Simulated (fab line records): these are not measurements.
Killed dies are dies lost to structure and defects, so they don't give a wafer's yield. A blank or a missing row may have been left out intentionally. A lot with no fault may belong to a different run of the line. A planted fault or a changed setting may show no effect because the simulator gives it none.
Split-lot trial | flow n5-finfet | 21 wafers read from 7 lots, route of 1938 steps

## THE SPLIT ITSELF
At N5_BEOL_M15_ILD_DEP_00 (deposits SiO2 from TEOS/O2, target thk 1629.3 nm, time 346.1 s), the setting time-s was moved away from the recipe's 346.1 s on 5 of the 21 wafers read, by -13.1% to +10.6%. The other wafers ran this setting at the recipe's value.

No step appears in the file between the split and the reading.

## THE READING
M15_ILD_THK in nanometres, read at N5_BEOL_M15_THK_MEAS_01. Typical for fault-free wafers on this fab line: 1633 nm, with standard deviation 22 nm.

wafer  | tool, chamber at the split | time-s as run, s | against the recipe | M15_ILD_THK, nm | against lot-mates on the recipe
L074.2 | pecvd-02, 0                | 346.1            | recipe             | 1607            | -
L074.3 | pecvd-02, 1                | 346.1            | recipe             | 1588            | -
L074.4 | pecvd-02, 0                | 346.1            | recipe             | 1635            | -
L080.2 | pecvd-02, 2                | 346.1            | recipe             | 1594            | -
L080.3 | pecvd-02, 0                | 346.1            | recipe             | 1619            | -
L080.6 | pecvd-02, 0                | 315.9            | -8.7%              | 1502            | -104
L082.4 | pecvd-03, 0                | 346.1            | recipe             | 1650            | -
L082.5 | pecvd-03, 1                | 346.1            | recipe             | 1622            | -
L082.6 | pecvd-03, 2                | 346.1            | recipe             | 1644            | -
L086.1 | pecvd-02, 0                | 346.1            | recipe             | 1617            | -
L086.4 | pecvd-02, 1                | 346.1            | recipe             | 1613            | -
L086.5 | pecvd-02, 0                | 346.1            | recipe             | 1643            | -
L089.1 | pecvd-03, 2                | 346.1            | recipe             | 1615            | -
L089.4 | pecvd-03, 2                | 346.1            | recipe             | 1653            | -
L089.6 | pecvd-03, 1                | 300.7            | -13.1%             | 1443            | -191
L091.1 | pecvd-02, 0                | 346.1            | recipe             | 1634            | -
L091.4 | pecvd-02, 0                | 370.9            | +7.2%              | 1779            | +145
L091.6 | pecvd-02, 2                | 370.9            | +7.2%              | 1785            | +151
L093.3 | pecvd-03, 0                | 382.8            | +10.6%             | 1795            | +140
L093.4 | pecvd-03, 0                | 346.1            | recipe             | 1648            | -
L093.6 | pecvd-03, 2                | 346.1            | recipe             | 1661            | -

THE FIT
A straight line over all 21 wafers: M15_ILD_THK changes by +16.2 nm for each +1% of time-s; r = +0.96; the points scatter about the line by 23 nm.
The same after taking each lot's own level away (the mean of its wafers on the recipe; 21 wafers): +15.1 nm for each +1%; r = +0.97; scatter 19 nm.
According to that fit, moving time-s by its largest amount changes the reading by 2e+02 nm.
Across the lots, their own levels run from 1606.5 to 1654.5 nm, a range of 2.2 times the standard deviation given above.
So the lot-to-lot level changes the slope little: the two slopes agree.
Check: -196 nm against its lot-mates is what the line predicts for one of the wafers moved furthest among these (-13.1%) when that wafer is left out of the fit. It came out at -191 nm against them.

## THESE WAFERS: OTHER SPLITS
These wafers also went through other splits before the reading. Each is held against what the fit with the lots' levels taken away leaves over:
other split on the same wafers | wafers away from the commonest value | r with M15_ILD_THK (lot level and that fit taken away)
N5_BEOL_M11_COAT_22 spin-rpm   | 5                                    | +0.51
N5_BEOL_M12_SPUTTER_43 power-w | 10                                   | +0.45
N5_BEOL_M12_SPUTTER_44 time-s  | 9                                    | +0.07
N5_BEOL_M14_EXPOSE_25 dose-mj  | 7                                    | -0.05
N5_BEOL_M14_PEB_26 peb-temp-c  | 4                                    | -0.12
N5_BEOL_M14_DEP_53 time-s      | 9                                    | +0.36

## THE WHOLE CHAIN: every reading that the file lists as answering this split, in the file's order
step                    | what it does                                                   | reading                                                                             | change (the file's fit)              | r (the file's)
N5_BEOL_M15_ILD_DEP_00  | deposits SiO2 from TEOS/O2, target thk 1629.3 nm, time 346.1 s | SiO2_of_BEOL_M15_ILD_DEP_00.thk-nm (the simulator's own value, which no gauge read) | +14.5 nm for each +1% of the setting | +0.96
N5_BEOL_M15_THK_MEAS_01 |                                                                | M15_ILD_THK                                                                         | +14.5 for each +1% of the setting    | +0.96
N5_BEOL_M15_VIA_ETCH_16 | etches SiO2 in C4F8/O2/Ar, target depth 1792.2 nm              | etch.depth-nm (the simulator's own value, which no gauge read)                      | +14.5 nm for each +1% of the setting | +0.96
N5_BEOL_M15_VIA_ETCH_16 | etches SiO2 in C4F8/O2/Ar, target depth 1792.2 nm              | coat_of_BEOL_M15_COAT_04.thk-nm (the simulator's own value, which no gauge read)    | -3.78 nm for each +1% of the setting | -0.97

## FILE'S OWN FIT
M15_ILD_THK changes by +14.5 nm for each +1% of time-s, r = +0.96.
